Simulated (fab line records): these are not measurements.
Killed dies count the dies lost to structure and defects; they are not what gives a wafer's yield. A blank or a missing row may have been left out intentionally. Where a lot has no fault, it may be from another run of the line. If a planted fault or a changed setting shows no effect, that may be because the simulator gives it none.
Struck lot and sound lot, side by side	flow n5-finfet	15 steps out of a route of 1938
Sound: wafers L172.1, L172.2, L172.3. Struck: wafer L190.6; the same lot's L190.3 was not struck, so it is left out; see the end for the cause.
Each step with rows lists, per side, the tool, then ch with its chambers, then its first start. Under that, the readings that differ: sound wafers	struck wafers	difference of the means	sigmas: that difference in standard deviations of wafers without a fault.
alike: readings with means less than 2 such deviations apart, plus words and numbers identical on both sides. not compared: withheld readings, readings lacking a value on some wafer, bounds such as >300 that could conceal the same value, and numbers that have no deviation in the record and whose values overlap.
A row with sigmas, a row that says differs or no value, or rows on one side alone: a step with any of these is where the two part. Numbers that have no deviation but don't overlap get no sigmas and don't part them. A reading that every wafer of one side lacks parts them only if that side has two wafers or more.

first, 1 step without rows for these wafers: N5_BEOL_M10_CURE_72 (cures SiCOH lowk, time 120 s).
N5_BEOL_M10_DEGAS_44: time 60 s.
  sound: pvd-sputter-01 at day 12 13:43; struck: pvd-sputter-02 at day 17 21:26
  alike: heater-power-w
then, 1 step without rows for these wafers: N5_BEOL_M10_PRE_CLEAN_45 (time 30 s).
N5_BEOL_M10_ALD_74: deposits TaN, target thk 2 nm, pulse time 2 s, purge time 3 s.
  sound on ald-metal-02 ch 0,1,2, day 12 13:50; struck on ald-metal-02 ch 2, day 17 21:32
  alike: heater-power-w, precursor-vessel-carrier-sccm
N5_BEOL_M10_SURFACE_TREAT_76:
  sound: pvd-sputter-01 at day 12 14:08; struck: pvd-sputter-03 at day 17 21:50
  not compared: throttle-valve-pct
then, 1 step without rows for these wafers: N5_BEOL_M10_CVD_75 (deposits Co from CCTBA/H2, target thk 2 nm, time 138.9 s).
N5_BEOL_M10_SPUTTER_48: material Cu, target thk 12 nm, time 2 s.
  sound: pvd-sputter-02 at day 12 14:19; struck: pvd-sputter-02 at day 17 22:01
  alike: chuck-gas-flow-sccm, throttle-valve-pct
then, 1 step without rows for these wafers: N5_BEOL_M10_ECD_50 (material Cu, target thk 318 nm).
N5_BEOL_M10_ANNEAL_51: time 90 s.
  sound on rtp-anneal-02 ch 0, day 12 14:40; struck on rtp-anneal-01 ch 0, day 17 22:20
  alike: wafer_temp_C_max
then, 1 step without rows for these wafers: N5_BEOL_M10_CMP_52 (polishes, stops on SiCOH lowk, t overpolish 7 s, target thk 140 nm).
N5_BEOL_M10_THK_MEAS_53: measures by xrf.
  sound: film-metro-02 at day 12 15:15; struck: film-metro-01 at day 17 22:50
  alike: M10_THK
then, 1 step without rows for these wafers: N5_BEOL_M10_PRE_CLEAN_55 (time 15 s).
N5_BEOL_M10_DEP_56: deposits SiCN from 3MS/NH3, target thk 15 nm, time 26.5 s.
  sound on pecvd-04 ch 0,1,2, day 12 15:19; struck on pecvd-03 ch 2, day 17 22:54
reading	sound	struck	difference	sigmas
model.SiCN_of_BEOL_M10_DEP_56.thk-nm (nm)	15 15 15	9.2	-5.8	
  alike: showerhead-plenum-p-Torr, throttle-valve-pct
N5_BEOL_M10_RS_MEAS_57: measurement is done with a four-point probe.
  sound: film-metro-02 at day 12 15:23; struck: film-metro-01 at day 17 22:58
  alike: M10_RS
N5_PASSIVATION_PROBE_49:
  sound wafers here have rows in the record (prober-02, day 14 19:22); struck ones have none

## WHERE THEY PART
At N5_PASSIVATION_PROBE_49 and nowhere else, as far as this record goes.

WHY: whatever the simulator had introduced
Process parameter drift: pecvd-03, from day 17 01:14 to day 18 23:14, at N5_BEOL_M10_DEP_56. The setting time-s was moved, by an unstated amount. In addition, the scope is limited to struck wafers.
